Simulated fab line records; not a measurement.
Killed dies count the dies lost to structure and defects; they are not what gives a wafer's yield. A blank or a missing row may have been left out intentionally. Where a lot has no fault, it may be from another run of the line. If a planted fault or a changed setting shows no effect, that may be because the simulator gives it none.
fab line records	flow nand_harc
record lots=24	wafers=72	last_day=24
route steps=1159 shown A_CHANNEL_HOLE_D1@463 A_STAIRCASE@533
lots that met no fault: taken from a fault-free run of the same line
start_h: the number of hours between the record's first day and the start of the first shown wafer of the lot	wait_h: time in hours since the lot's previous step	" repeats the value in the row above	L1.1+2: a single row standing in for several wafers	- either no value or no given start	* or withheld: withheld	< > ~ a bound
route shown NAME@n: names a module that has steps shown in the file, with the first one's number in the route	usual: average and standard deviation across the fault-free wafers	same: alike in all rows	chamber/n: place in a boat	sites: readings site by site	_std_site: standard deviation across them	_edge_site: outer sites' mean less inner sites'	radius_mm: how far each site lies from the wafer's centre	mask NAME#n: copy n	behind: the most recent tool/chamber to have shaped the wafer	hold: what put the lot on hold/how long, in hours/how the hold closed	device: transistor that didn't switch, given as n, p or np	end of line: tests run on the same wafers once the route is complete	for a step that has no rows: nothing shown but its recipe	killed: count of dies lost to structure and defects at first sort (not the wafer's yield)	map: shows each die of a wafer: x if killed, . if not, _ if none is there
set.NAME: the setting as run; set.NAME@STEP: as run at that earlier step	model.NAME: the simulator's own value behind a step, which no gauge read
steps of the route over a sample of lots; a table a step, a row a wafer
services: when a tool's chamber went out of use (start_h, in hours from the record's first day, below 0 if earlier), for how many hours, and the reason
## steps
# step NHARC_A_CHANNEL_HOLE_D1_OVL_MEAS_11
# usual overlay_x_nm=-0.2/0.69	overlay_y_nm=-0.2/1
lot.wafer	tool	chamber	start_h	wait_h	overlay_x_nm	overlay_y_nm
L074.1	overlay-01	-	171.02	-	0.0	0.7
L074.3	"	-	"	"	0.0	0.9
L074.5	"	-	"	"	-0.2	0.7
L076.2	overlay-02	-	183.35	-	-0.7	-2.0
L076.3	"	-	"	"	-0.8	-1.8
L076.4	"	-	"	"	-0.6	-1.4
L075.1	overlay-02	-	184.52	-	1.1	1.6
L075.2	"	-	"	"	1.4	1.1
L075.3	"	-	"	"	1.1	1.3
L077.1	overlay-02	-	194.38	-	0.3	1.2
L077.5	"	-	"	"	0.2	0.7
L077.6	"	-	"	"	-0.3	1.2
L078.4	overlay-02	-	198.90	-	-1.0	-0.9
L078.5	"	-	"	"	-0.1	-1.5
L078.6	"	-	"	"	-0.2	-1.2
L079.1	overlay-01	-	199.07	-	-0.9	-0.5
L079.2	"	-	"	"	-0.4	0.2
L079.3	"	-	"	"	-0.3	-1.2
L080.1	overlay-02	-	213.07	-	0.5	0.1
L080.4	"	-	"	"	0.2	0.2
L080.5	"	-	"	"	0.6	0.2
L081.1	overlay-01	-	213.22	-	-1.4	0.0
L081.3	"	-	"	"	-0.9	0.5
L081.4	"	-	"	"	-1.0	0.0
L082.3	overlay-01	-	229.27	-	-0.1	-0.1
L082.4	"	-	"	"	-0.6	0.1
L082.6	"	-	"	"	-0.6	-0.1
L083.3	overlay-02	-	230.59	-	-0.4	-0.8
L083.4	"	-	"	"	-0.6	-0.5
L083.6	"	-	"	"	0.3	0.0
L085.2	overlay-01	-	245.80	-	-0.7	-0.1
L085.4	"	-	"	"	0.0	-0.4
L085.6	"	-	"	"	-0.6	0.5
L084.1	overlay-02	-	245.95	-	0.1	0.0
L084.5	"	-	"	"	-0.2	-0.1
L084.6	"	-	"	"	0.3	-0.1
L087.3	overlay-02	-	251.90	-	-0.7	-0.9
L087.4	"	-	"	"	-0.6	-1.0
L087.5	"	-	"	"	-1.1	-1.1
L086.1	overlay-01	-	252.30	-	1.8	-1.8
L086.4	"	-	"	"	1.8	-1.3
L086.6	"	-	"	"	1.5	-1.5
L088.2	overlay-01	-	259.46	-	0.0	0.4
L088.4	"	-	"	"	-0.8	1.1
L088.6	"	-	"	"	-1.0	1.1
L090.1	overlay-02	-	266.28	-	-0.8	0.0
L090.2	"	-	"	"	-1.0	-0.5
L090.6	"	-	"	"	-1.1	-0.2
L089.1	overlay-01	-	266.43	-	-0.2	-1.7
L089.2	"	-	"	"	-0.3	-1.8
L089.4	"	-	"	"	-0.2	-1.6
L091.1	overlay-02	-	268.04	-	-0.5	-0.2
L091.5	"	-	"	"	-0.8	-0.4
L091.6	"	-	"	"	-0.6	-0.2
L092.2	overlay-01	-	277.58	-	-0.4	-1.7
L092.3	"	-	"	"	-0.5	-1.7
L092.4	"	-	"	"	-0.5	-1.9
L093.1	overlay-02	-	277.74	-	0.5	1.0
L093.2	"	-	"	"	1.2	1.4
L093.3	"	-	"	"	0.1	1.6
L094.1	overlay-02	-	293.84	-	-0.9	-0.3
L094.2	"	-	"	"	-1.4	0.1
L094.6	"	-	"	"	-1.1	0.0
L095.1	overlay-02	-	298.08	-	-0.7	1.0
L095.2	"	-	"	"	-0.2	0.5
L095.3	"	-	"	"	-0.4	0.6
L097.3	overlay-02	-	298.26	-	-0.3	-1.3
L097.4	"	-	"	"	-0.3	-1.4
L097.6	"	-	"	"	-0.9	-1.4
L096.2	overlay-01	-	300.10	-	-1.0	1.1
L096.5	"	-	"	"	-0.4	1.1
L096.6	"	-	"	"	-0.5	1.4
# step NHARC_A_CHANNEL_HOLE_D1_CD_MEAS_18
# usual cd_nm=99.2/1.5
lot.wafer	tool	chamber	start_h	wait_h	cd_nm
L074.1	cd_sem-02	-	172.25	-	101.1
L074.3	"	-	"	"	99.9
L074.5	"	-	"	"	101.1
L076.2	cd_sem-01	-	184.55	-	98.2
L076.3	"	-	"	"	99.3
L076.4	"	-	"	"	99.8
L075.1	cd_sem-02	-	185.72	-	98.8
L075.2	"	-	"	"	96.6
L075.3	"	-	"	"	99.1
L077.1	cd_sem-01	-	195.58	-	100.3
L077.5	"	-	"	"	100.7
L077.6	"	-	"	"	100.3
L078.4	cd_sem-01	-	200.11	-	98.5
L078.5	"	-	"	"	99.9
L078.6	"	-	"	"	98.2
L079.1	cd_sem-03	-	200.29	-	99.0
L079.2	"	-	"	"	97.3
L079.3	"	-	"	"	100.1
L080.1	cd_sem-02	-	214.26	-	100.4
L080.4	"	-	"	"	98.4
L080.5	"	-	"	"	101.8
L081.1	cd_sem-03	-	214.42	-	102.5
L081.3	"	-	"	"	99.7
L081.4	"	-	"	"	99.8
L082.3	cd_sem-02	-	230.48	-	96.2
L082.4	"	-	"	"	94.9
L082.6	"	-	"	"	98.9
L083.3	cd_sem-03	-	231.80	-	98.8
L083.4	"	-	"	"	99.6
L083.6	"	-	"	"	98.8
L085.2	cd_sem-01	-	247.08	-	98.8
L085.4	"	-	"	"	99.2
L085.6	"	-	"	"	100.0
L084.1	cd_sem-02	-	247.15	-	99.0
L084.5	"	-	"	"	97.8
L084.6	"	-	"	"	98.1
L087.3	cd_sem-01	-	253.11	-	100.5
L087.4	"	-	"	"	99.3
L087.5	"	-	"	"	98.9
L086.1	cd_sem-01	-	253.50	-	97.6
L086.4	"	-	"	"	96.5
L086.6	"	-	"	"	98.9
L088.2	cd_sem-02	-	260.66	-	99.6
L088.4	"	-	"	"	98.5
L088.6	"	-	"	"	100.5
L090.1	cd_sem-03	-	267.49	-	99.9
L090.2	"	-	"	"	98.7
L090.6	"	-	"	"	100.5
L089.1	cd_sem-01	-	267.64	-	101.8
L089.2	"	-	"	"	99.6
L089.4	"	-	"	"	98.7
L091.1	cd_sem-01	-	269.24	-	98.7
L091.5	"	-	"	"	98.8
L091.6	"	-	"	"	97.4
L092.2	cd_sem-02	-	278.79	-	97.4
L092.3	"	-	"	"	101.6
L092.4	"	-	"	"	98.9
L093.1	cd_sem-01	-	278.94	-	97.2
L093.2	"	-	"	"	99.3
L093.3	"	-	"	"	100.0
L094.1	cd_sem-03	-	295.04	-	97.8
L094.2	"	-	"	"	98.0
L094.6	"	-	"	"	101.1
L095.1	cd_sem-03	-	299.29	-	97.8
L095.2	"	-	"	"	100.6
L095.3	"	-	"	"	98.7
L097.3	cd_sem-01	-	299.46	-	98.8
L097.4	"	-	"	"	101.0
L097.6	"	-	"	"	99.6
L096.2	cd_sem-03	-	301.30	-	101.3
L096.5	"	-	"	"	98.5
L096.6	"	-	"	"	100.3
# step NHARC_A_CHANNEL_HOLE_D1_ETCH_26
# recipe bias_v=300	source_w=2000	pressure_mtorr=30	time_s=224.1	ar_flow_sccm=375	c4f8_flow_sccm=11.4	o2_flow_sccm=113.6	temp_c=-20	target_depth_a=3000	chemistry=C4F8/O2/Ar
# usual chamber_pressure_mTorr=30.001/0.028	drypump_motor_current_A=6.2/0.57	he_backside_leak_sccm=6.2/0.37	showerhead_plenum_p_Torr=3.83/0.11	throttle_valve_pct=24.583/0.01
lot.wafer	tool	chamber	start_h	wait_h	chamber_pressure_mTorr	drypump_motor_current_A	he_backside_leak_sccm	rf_hours_counter_h	showerhead_plenum_p_Torr	throttle_valve_pct
L074.1	har_etch-02	1	176.10	0.7	29.992	6.7	5.3	100	3.93	24.581
L074.3	"	0	"	"	30.020	5.4	5.8	-	3.93	24.565
L074.5	"	0	"	"	30.039	5.4	5.8	-	3.93	24.582
L076.2	har_etch-01	0	188.43	0.6	29.960	6.7	6.5	194	3.66	24.578
L076.3	"	1	"	"	30.041	6.1	6.5	-	3.88	24.587
L076.4	"	0	"	"	30.004	6.7	6.6	-	3.66	24.581
L075.1	har_etch-02	0	189.57	0.7	29.980	5.4	6.0	106	3.93	24.600
L075.2	"	1	"	"	29.978	6.8	5.7	106	3.93	24.575
L075.3	"	1	"	"	29.999	6.7	5.7	-	3.93	24.589
L077.1	har_etch-01	1	199.48	0.6	29.968	6.0	6.2	201	3.87	24.587
L077.5	"	0	"	"	29.965	6.7	6.3	-	3.65	24.580
L077.6	"	1	"	"	29.972	6.0	6.5	-	3.87	24.574
L078.4	har_etch-02	0	204.04	0.4	30.003	5.4	6.2	-	3.92	24.575
L078.6	"	1	"	"	29.985	6.7	5.6	-	3.92	24.588
L078.5	"	0	"	"	29.991	5.4	6.2	-	3.92	24.588
L079.1	har_etch-01	0	204.14	0.7	30.015	6.7	6.6	205	3.65	24.577
L079.2	"	1	"	"	29.998	6.1	6.4	205	3.87	24.608
L079.3	"	0	"	"	29.982	6.7	6.3	-	3.65	24.586
L080.1	har_etch-02	1	218.16	0.6	29.967	6.7	5.7	117	3.92	24.600
L080.4	"	0	"	"	29.987	5.4	5.9	-	3.92	24.599
L080.5	"	0	"	"	30.007	5.4	5.8	-	3.92	24.577
L081.1	har_etch-01	1	218.31	0.6	29.975	6.1	6.7	209	3.87	24.598
L081.4	"	0	"	"	29.990	6.7	6.3	-	3.65	24.608
L081.3	"	1	"	"	30.022	6.0	6.4	-	3.87	24.582
L082.3	har_etch-02	0	234.40	0.5	29.958	5.4	6.0	-	3.92	24.586
L082.4	"	1	"	"	29.986	6.7	5.5	-	3.92	24.577
L082.6	"	1	"	"	29.995	6.7	5.5	-	3.92	24.573
L083.3	har_etch-01	1	235.70	0.5	30.020	6.1	6.5	-	3.86	24.576
L083.4	"	0	"	"	30.033	6.8	6.5	-	3.65	24.593
L083.6	"	0	"	"	29.954	6.7	6.4	-	3.65	24.589
L085.2	har_etch-01	1	250.96	0.6	29.961	6.0	6.6	221	3.86	24.590
L085.4	"	0	"	"	29.942	6.7	6.8	-	3.64	24.583
L085.6	"	0	"	"	30.041	6.7	6.9	-	3.64	24.579
L084.1	har_etch-02	0	251.02	0.6	30.011	5.3	6.1	131	3.91	24.582
L084.5	"	1	"	"	30.021	6.7	5.8	-	3.91	24.588
L084.6	"	0	"	"	29.984	5.4	6.2	-	3.91	24.608
L087.4	har_etch-02	0	257.03	0.5	30.011	5.4	5.8	-	3.91	24.582
L087.3	"	1	"	"	30.042	6.7	5.8	-	3.91	24.574
L087.5	"	1	"	"	29.978	6.7	5.8	-	3.91	24.559
L086.1	har_etch-01	1	257.40	0.6	29.993	6.0	6.4	227	3.86	24.576
L086.4	"	0	"	"	30.046	6.7	6.7	-	3.64	24.596
L086.6	"	0	"	"	30.032	6.7	6.8	-	3.64	24.579
L088.2	har_etch-02	0	264.51	0.7	30.028	5.4	6.1	140	3.91	24.584
L088.4	"	0	"	"	30.062	5.4	6.1	-	3.91	24.578
L088.6	"	0	"	"	29.991	5.4	6.3	-	3.91	24.598
L090.2	har_etch-01	0	271.35	0.7	30.041	6.7	6.6	232	3.64	24.585
L090.1	"	1	"	"	30.001	6.1	6.6	232	3.85	24.581
L090.6	"	0	"	"	29.990	6.7	6.5	-	3.64	24.576
L089.1	har_etch-02	0	271.50	0.7	30.030	5.4	5.9	144	3.91	24.574
L089.2	"	1	"	"	30.004	6.7	6.0	144	3.91	24.578
L089.4	"	1	"	"	30.002	6.7	5.8	-	3.91	24.594
L091.1	har_etch-01	1	275.55	0.6	29.971	6.0	6.8	236	3.85	24.587
L091.5	"	0	"	"	29.990	6.7	6.9	-	3.63	24.580
L091.6	"	1	"	"	29.981	6.1	6.6	-	3.85	24.594
L092.2	har_etch-01	0	282.67	0.6	29.945	6.7	6.6	240	3.63	24.587
L092.3	"	1	"	"	30.026	6.1	6.5	-	3.85	24.574
L092.4	"	0	"	"	29.978	6.8	6.4	-	3.63	24.578
L093.2	har_etch-02	1	282.79	0.7	30.008	6.7	5.7	152	3.90	24.575
L093.1	"	0	"	"	30.020	5.4	6.1	152	3.90	24.583
L093.3	"	0	"	"	29.940	5.3	6.2	-	3.90	24.576
L094.2	har_etch-01	0	298.92	0.7	30.028	6.7	6.7	245	3.63	24.570
L094.1	"	1	"	"	30.001	6.1	6.5	245	3.85	24.569
L094.6	"	0	"	"	29.988	6.7	6.4	-	3.63	24.601
L095.1	har_etch-02	0	303.16	0.7	30.010	5.4	6.4	158	3.90	24.578
L095.2	"	1	"	"	30.001	6.7	5.9	158	3.90	24.595
L095.3	"	0	"	"	29.989	5.4	6.5	-	3.90	24.599
L097.3	har_etch-01	1	303.38	0.5	30.016	6.0	6.6	-	3.84	24.574
L097.4	"	0	"	"	30.010	6.7	6.6	-	3.63	24.594
L097.6	"	1	"	"	29.998	6.0	6.9	-	3.84	24.581
L096.2	har_etch-02	0	307.34	0.6	29.999	5.4	6.4	161	3.90	24.580
L096.5	"	1	"	"	29.993	6.7	6.2	-	3.90	24.582
L096.6	"	0	"	"	29.998	5.4	6.4	-	3.90	24.589
# step NHARC_A_CHANNEL_HOLE_D1_XSEM_31
# recipe landing_energy_ev=35000
# usual bot_cd_nm=74.5/1.2	bow_nm=8.60/0.22	tilt_deg=0.07/0.044
lot.wafer	tool	chamber	start_h	wait_h	bot_cd_nm	bow_nm	tilt_deg
L074.1	xsem-02	0	177.93	0.1	76.3	8.42	0.02
L074.3	"	0	"	"	75.1	8.44	0.02
L074.5	"	0	"	"	76.5	8.41	0.02
L076.2	xsem-01	0	190.22	0.1	74.5	8.76	0.13
L076.3	"	0	"	"	73.2	8.92	0.13
L076.4	"	0	"	"	73.6	8.90	0.13
L075.1	xsem-02	0	191.76	0.1	75.2	8.67	0.04
L075.2	"	0	"	"	73.6	8.62	0.04
L075.3	"	0	"	"	73.9	8.68	0.04
L077.1	xsem-01	0	201.27	0.1	76.9	9.01	0.06
L077.5	"	0	"	"	76.5	8.99	0.06
L077.6	"	0	"	"	76.5	8.98	0.06
L078.4	xsem-02	0	205.84	0.1	74.5	8.26	-0.02
L078.5	"	0	"	"	76.1	8.28	-0.02
L078.6	"	0	"	"	75.2	8.30	-0.02
L079.1	xsem-01	0	206.30	0.1	75.2	8.64	0.11
L079.2	"	0	"	"	75.0	8.58	0.11
L079.3	"	0	"	"	75.4	8.58	0.11
L080.1	xsem-02	0	219.96	0.1	76.4	8.64	0.05
L080.4	"	0	"	"	75.1	8.68	0.05
L080.5	"	0	"	"	74.1	8.62	0.05
L081.1	xsem-01	0	220.10	0.1	72.4	8.25	0.18
L081.3	"	0	"	"	72.2	8.09	0.18
L081.4	"	0	"	"	72.0	8.19	0.18
L082.3	xsem-02	0	236.19	0.1	75.2	8.76	0.10
L082.4	"	0	"	"	75.1	8.82	0.10
L082.6	"	0	"	"	75.4	8.79	0.10
L083.3	xsem-01	0	237.63	0.1	74.1	8.41	0.13
L083.4	"	0	"	"	72.4	8.39	0.13
L083.6	"	0	"	"	73.5	8.41	0.13
L085.2	xsem-02	0	252.77	0.1	73.4	8.49	0.06
L085.4	"	0	"	"	73.1	8.56	0.06
L085.6	"	0	"	"	72.8	8.60	0.06
L084.1	xsem-01	0	252.81	0.1	74.4	8.66	0.02
L084.5	"	0	"	"	75.7	8.75	0.03
L084.6	"	0	"	"	74.5	8.71	0.02
L087.3	xsem-02	0	258.81	0.1	75.5	8.63	0.07
L087.4	"	0	"	"	73.7	8.59	0.07
L087.5	"	0	"	"	74.8	8.67	0.07
L086.1	xsem-01	0	259.20	0.1	75.0	8.62	0.09
L086.4	"	0	"	"	73.5	8.67	0.09
L086.6	"	0	"	"	75.7	8.53	0.09
L088.2	xsem-02	0	266.36	0.1	73.5	8.67	0.07
L088.4	"	0	"	"	74.3	8.63	0.07
L088.6	"	0	"	"	74.9	8.64	0.07
L090.1	xsem-01	0	273.17	0.1	74.4	8.26	0.08
L090.2	"	0	"	"	74.8	8.32	0.08
L090.6	"	0	"	"	74.1	8.37	0.08
L089.1	xsem-02	0	273.33	0.1	73.5	8.69	0.07
L089.2	"	0	"	"	73.3	8.63	0.08
L089.4	"	0	"	"	73.6	8.67	0.07
L091.1	xsem-01	0	277.35	0.1	75.3	8.58	0.09
L091.5	"	0	"	"	75.4	8.55	0.09
L091.6	"	0	"	"	75.2	8.56	0.09
L092.2	xsem-02	0	284.58	0.1	75.5	8.61	0.05
L092.3	"	0	"	"	74.6	8.57	0.05
L092.4	"	0	"	"	74.5	8.62	0.05
L093.1	xsem-01	0	284.62	0.1	74.5	8.66	-0.02
L093.2	"	0	"	"	75.4	8.68	-0.01
L093.3	"	0	"	"	74.7	8.50	-0.01
L094.1	xsem-02	0	300.75	0.1	73.2	8.97	0.11
L094.2	"	0	"	"	73.5	9.09	0.11
L094.6	"	0	"	"	74.7	9.07	0.11
L095.1	xsem-01	0	305.00	0.1	73.2	8.24	0.05
L095.2	"	0	"	"	73.7	8.27	0.05
L095.3	"	0	"	"	73.2	8.20	0.04
L097.3	xsem-01	0	305.17	0.1	73.0	8.75	0.06
L097.4	"	0	"	"	74.2	8.80	0.06
L097.6	"	0	"	"	75.0	8.76	0.06
L096.2	xsem-01	0	309.15	0.1	74.4	8.64	0.04
L096.5	"	0	"	"	76.7	8.64	0.04
L096.6	"	0	"	"	76.8	8.66	0.04
# step NHARC_A_STAIRCASE_STRIP_171
# recipe power_w=1500	temp_c=250	chemistry=O2
# usual drypump_motor_current_A=5.57/0.28	heater_power_w=316/23	rf_refl_power_W=20/5.4
lot.wafer	tool	chamber	start_h	wait_h	drypump_motor_current_A	heater_power_w	rf_hours_counter_h	rf_refl_power_W
L074.1	plasma_asher-01	0	231.17	-	6.01	280	43	-
L074.3	"	1	"	"	5.52	353	-	-
L074.5	"	0	"	"	6.02	291	-	-
L076.2	plasma_asher-01	0	242.98	-	6.02	291	49	24
L076.3	"	1	"	"	5.52	337	-	13
L076.4	"	0	"	"	6.01	281	-	24
L075.2	plasma_asher-01	1	243.35	-	5.49	351	50	13
L075.1	"	0	"	"	6.01	284	50	25
L075.3	"	0	"	"	6.01	286	-	24
L077.1	plasma_asher-01	1	251.24	-	5.51	346	53	-
L077.6	"	1	"	"	5.52	340	-	-
L077.5	"	0	"	"	5.99	286	-	-
L078.4	plasma_asher-02	0	258.50	-	5.39	303	-	19
L078.6	"	1	"	"	5.26	338	-	27
L078.5	"	0	"	"	5.40	305	-	20
L079.1	plasma_asher-02	0	259.61	-	5.39	305	20	19
L079.2	"	1	"	"	5.23	335	20	26
L079.3	"	1	"	"	5.25	335	-	27
L081.1	plasma_asher-02	1	271.79	-	5.26	334	23	26
L081.3	"	0	"	"	5.43	295	-	19
L081.4	"	1	"	"	5.27	334	-	27
L080.1	plasma_asher-01	1	271.97	-	5.51	352	59	13
L080.4	"	0	"	"	5.99	287	-	25
L080.5	"	1	"	"	5.51	340	-	13
L082.4	plasma_asher-02	1	287.02	-	5.25	325	-	-
L082.3	"	0	"	"	5.42	297	-	-
L082.6	"	0	"	"	5.41	303	-	-
L083.4	plasma_asher-02	0	287.44	-	5.45	303	-	21
L083.3	"	1	"	"	5.25	334	-	25
L083.6	"	1	"	"	5.27	330	-	26
L085.2	plasma_asher-02	0	317.75	-	5.42	308	39	20
L085.4	"	0	"	"	5.45	295	-	20
L085.6	"	0	"	"	5.44	299	-	20
L084.1	plasma_asher-02	1	318.06	-	5.24	330	39	-
L084.6	"	1	"	"	5.25	326	-	-
L084.5	"	0	"	"	5.42	302	-	-
L087.4	plasma_asher-01	1	318.09	-	5.51	345	-	13
L087.3	"	0	"	"	6.03	288	-	24
L087.5	"	0	"	"	6.02	293	-	24
L086.1	plasma_asher-01	0	318.28	-	5.97	298	10	24
L086.4	"	1	"	"	5.54	345	-	12
L086.6	"	1	"	"	5.54	346	-	12
L088.2	plasma_asher-02	0	318.39	-	5.44	301	40	20
L088.4	"	0	"	"	5.45	306	-	20
L088.6	"	1	"	"	5.26	336	-	26
L089.1	plasma_asher-01	1	323.97	-	5.51	345	11	-
L089.2	"	0	"	"	5.99	293	11	-
L089.4	"	0	"	"	6.00	289	-	-
L090.2	plasma_asher-01	1	324.25	-	5.53	337	11	12
L090.1	"	0	"	"	5.97	294	11	25
L090.6	"	1	"	"	5.51	348	-	12
L091.1	plasma_asher-02	1	327.32	-	5.25	322	41	25
L091.6	"	1	"	"	5.23	323	-	26
L091.5	"	0	"	"	5.45	303	-	21
L093.1	plasma_asher-02	0	335.22	-	5.44	306	46	-
L093.2	"	1	"	"	5.26	334	46	-
L093.3	"	1	"	"	5.25	332	-	-
L092.2	plasma_asher-02	0	336.31	-	5.44	306	47	-
L092.4	"	1	"	"	5.24	333	-	-
L092.3	"	0	"	"	5.45	293	-	-
L094.1	plasma_asher-01	0	350.48	-	6.01	290	22	-
L094.2	"	1	"	"	5.54	346	22	-
L094.6	"	1	"	"	5.51	338	-	-
L096.2	plasma_asher-01	0	365.24	-	6.00	291	26	24
L096.6	"	1	"	"	5.51	343	-	12
L096.5	"	0	"	"	6.02	286	-	24
L095.2	plasma_asher-01	1	365.51	-	5.50	342	26	-
L095.1	"	0	"	"	6.01	292	26	-
L095.3	"	0	"	"	6.01	290	-	-
L097.3	plasma_asher-01	0	369.95	-	6.02	289	-	24
L097.4	"	1	"	"	5.50	341	-	12
L097.6	"	0	"	"	6.03	292	-	24
# step NHARC_A_STAIRCASE_TRIM_16
# recipe time_s=211.2	o2_flow_sccm=500	ar_flow_sccm=0	bias_w=0	chemistry=O2
# usual chamber_pressure_mTorr=60.00/0.055	drypump_motor_current_A=5.8/0.47	oes_product_au=1.001/0.008	rf_vpp_V=57.6/0.92	showerhead_plenum_p_Torr=3.46/0.14	throttle_valve_pct=17.037/0.0085
lot.wafer	tool	chamber	start_h	wait_h	chamber_pressure_mTorr	drypump_motor_current_A	oes_product_au	rf_hours_counter_h	rf_vpp_V	showerhead_plenum_p_Torr	throttle_valve_pct
L074.1	rie_diel-13	3	-	-	60.01	5.4	0.996	40	57.3	3.30	17.041
L074.3	"	1	"	"	59.96	6.5	1.005	53	56.7	3.30	17.033
L074.5	"	0	"	"	60.01	5.4	1.007	-	57.6	3.42	17.034
L076.4	rie_diel-08	3	-	-	60.09	5.0	1.000	44	57.8	3.38	17.030
L076.3	"	0	"	"	59.96	5.6	1.002	42	58.2	3.60	17.039
L076.2	"	1	"	"	59.97	5.7	1.009	38	57.6	3.44	17.051
L075.1	rie_diel-13	3	-	-	60.05	5.3	0.998	44	56.3	3.30	17.043
L075.3	"	0	"	"	59.97	5.4	1.007	55	58.3	3.41	17.028
L075.2	"	1	"	"	60.01	6.4	1.002	57	57.1	3.30	17.034
L077.1	rie_diel-13	3	-	-	60.04	5.4	1.000	46	57.7	3.29	17.041
L077.6	"	1	"	"	59.97	6.5	1.002	-	56.3	3.30	17.040
L077.5	"	2	"	"	60.00	6.3	0.990	-	59.9	3.45	17.026
L078.4	rie_diel-08	3	-	-	60.04	5.0	1.013	52	56.5	3.37	17.040
L078.6	"	0	"	"	60.02	5.6	1.014	-	57.5	3.60	17.036
L078.5	"	1	"	"	60.00	5.7	1.003	-	58.2	3.44	17.043
L079.2	rie_diel-13	3	-	-	60.01	5.3	0.992	48	55.7	3.29	17.033
L079.1	"	0	"	"	59.93	5.4	1.006	59	56.6	3.41	17.053
L079.3	"	1	"	"	60.03	6.5	0.994	61	56.9	3.30	17.030
L081.1	rie_diel-13	3	-	-	59.91	5.4	0.991	53	56.2	3.29	17.029
L081.3	"	0	"	"	59.94	5.4	0.991	63	58.1	3.41	17.040
L081.4	"	1	"	"	59.93	6.4	0.993	-	56.3	3.29	17.045
L080.4	rie_diel-08	1	-	-	59.98	5.7	1.014	49	58.2	3.43	17.052
L080.1	"	0	"	"	59.93	5.6	1.011	55	58.0	3.60	17.040
L080.5	"	2	"	"	60.00	6.3	1.002	-	58.4	3.71	17.018
L082.4	rie_diel-08	1	-	-	60.07	5.7	1.012	55	57.4	3.43	17.026
L082.3	"	3	"	"	60.03	5.0	1.004	64	55.8	3.37	17.026
L082.6	"	1	"	"	60.01	5.7	1.004	-	57.8	3.43	17.042
L083.4	rie_diel-13	3	-	-	60.04	5.4	1.002	1	56.7	3.29	17.032
L083.3	"	1	"	"	59.97	6.5	0.998	1	57.9	3.29	17.032
L083.6	"	2	"	"	59.96	6.3	1.016	-	55.8	3.45	17.041
L085.4	rie_diel-13	2	-	-	60.06	6.3	1.000	10	58.1	3.44	17.040
L085.2	"	0	"	"	59.89	5.4	0.996	9	56.9	3.40	17.048
L085.6	"	3	"	"	60.03	5.3	0.995	-	56.9	3.29	17.034
L087.3	rie_diel-08	2	-	-	60.07	6.3	1.004	2	57.3	3.70	17.041
L087.4	"	3	"	"	60.11	5.0	0.985	2	56.6	3.36	17.031
L087.5	"	1	"	"	59.99	5.7	0.994	-	58.2	3.43	17.052
L086.4	rie_diel-13	2	-	-	60.02	6.3	1.015	11	58.2	3.44	17.041
L086.1	"	1	"	"	60.04	6.5	1.002	10	56.4	3.29	17.037
L086.6	"	3	"	"	60.00	5.4	1.001	-	57.2	3.29	17.045
L084.1	rie_diel-08	2	-	-	60.19	6.3	1.001	2	58.6	3.70	17.035
L084.6	"	0	"	"	59.98	5.7	1.004	-	58.1	3.59	17.049
L084.5	"	1	"	"	59.99	5.7	0.993	-	59.5	3.43	17.018
L088.4	rie_diel-08	1	-	-	59.88	5.7	1.000	2	57.1	3.43	17.023
L088.2	"	0	"	"	60.01	5.6	1.006	2	57.2	3.59	17.020
L088.6	"	2	"	"	60.04	6.3	1.005	-	58.3	3.70	17.027
L089.2	rie_diel-08	1	-	-	60.08	5.7	0.998	5	56.4	3.43	17.053
L089.1	"	2	"	"	59.91	6.3	1.000	6	57.4	3.70	17.039
L089.4	"	0	"	"	59.99	5.6	1.007	-	59.1	3.59	17.031
L090.2	rie_diel-08	2	-	-	59.97	6.3	1.009	7	57.7	3.70	17.039
L090.1	"	1	"	"	59.98	5.8	1.001	6	58.4	3.43	17.039
L090.6	"	0	"	"	60.06	5.6	1.008	-	59.1	3.59	17.040
L091.1	rie_diel-01	1	-	-	60.01	5.0	0.998	2	56.6	3.69	17.025
L091.5	"	3	"	"	59.95	5.6	1.010	-	55.5	3.54	17.040
L091.6	"	0	"	"	60.05	6.2	0.995	-	56.9	3.62	17.048
L092.2	rie_diel-13	3	-	-	60.04	5.4	0.995	21	57.9	3.28	17.043
L092.4	"	1	"	"	59.99	6.4	0.996	20	56.8	3.28	17.045
L092.3	"	2	"	"	59.93	6.4	1.002	22	58.1	3.44	17.040
L093.3	rie_diel-08	0	-	-	59.93	5.6	1.014	13	57.1	3.58	17.028
L093.2	"	1	"	"	59.99	5.7	0.997	14	57.5	3.42	17.025
L093.1	"	2	"	"	60.05	6.3	1.003	15	59.7	3.70	17.043
L094.2	rie_diel-01	2	-	-	59.94	6.3	1.002	14	57.7	3.45	17.031
L094.1	"	3	"	"	60.03	5.6	1.003	15	56.8	3.54	17.033
L094.6	"	2	"	"	59.93	6.3	1.004	-	57.4	3.45	17.042
L096.2	rie_diel-08	1	-	-	60.06	5.7	0.999	21	57.7	3.42	17.043
L096.6	"	2	"	"	60.00	6.3	1.010	-	58.6	3.69	17.036
L096.5	"	3	"	"	60.05	5.0	0.993	-	56.9	3.36	17.039
L095.3	rie_diel-01	3	-	-	60.03	5.7	0.998	19	57.7	3.53	17.016
L095.1	"	0	"	"	60.06	6.2	0.986	18	58.4	3.61	17.053
L095.2	"	1	"	"	60.00	5.1	0.995	15	58.0	3.68	17.042
L097.4	rie_diel-13	1	-	-	60.02	6.4	1.004	30	57.1	3.28	17.032
L097.3	"	2	"	"	60.09	6.3	1.013	32	57.7	3.43	17.033
L097.6	"	2	"	"	59.87	6.3	0.999	-	57.7	3.43	17.028
## services
tool	chamber	start_h	hours	kind
rie_diel-13	-	159.92	0.2	repair
rie_diel-01	0	160.11	7.4	repair
rie_diel-08	3	167.70	3.6	repair
rie_diel-08	1	178.14	29.5	repair
plasma_asher-02	-	183.00	9.0	pm
rie_diel-13	2	191.71	3.1	repair
rie_diel-13	3	216.17	14.1	repair
rie_diel-08	3	228.24	2.2	repair
rie_diel-01	-	233.41	0.3	repair
plasma_asher-02	-	235.76	14.0	repair
rie_diel-01	3	255.91	4.9	repair
rie_diel-13	2	260.54	17.9	repair
plasma_asher-02	-	268.01	1.1	repair
plasma_asher-01	-	274.53	0.4	repair
rie_diel-13	-	276.21	9.0	pm
plasma_asher-01	-	276.29	9.0	pm
plasma_asher-01	0	276.29	9.0	vent_cycle
plasma_asher-01	1	276.29	9.0	vent_cycle
plasma_asher-01	0	285.29	-	clean
xsem-02	-	302.00	14.0	pm
rie_diel-08	-	302.16	9.0	pm
har_etch-01	-	305.00	17.0	pm
rie_diel-01	-	314.85	9.0	pm
plasma_asher-02	-	360.00	9.0	pm
## key
fault none
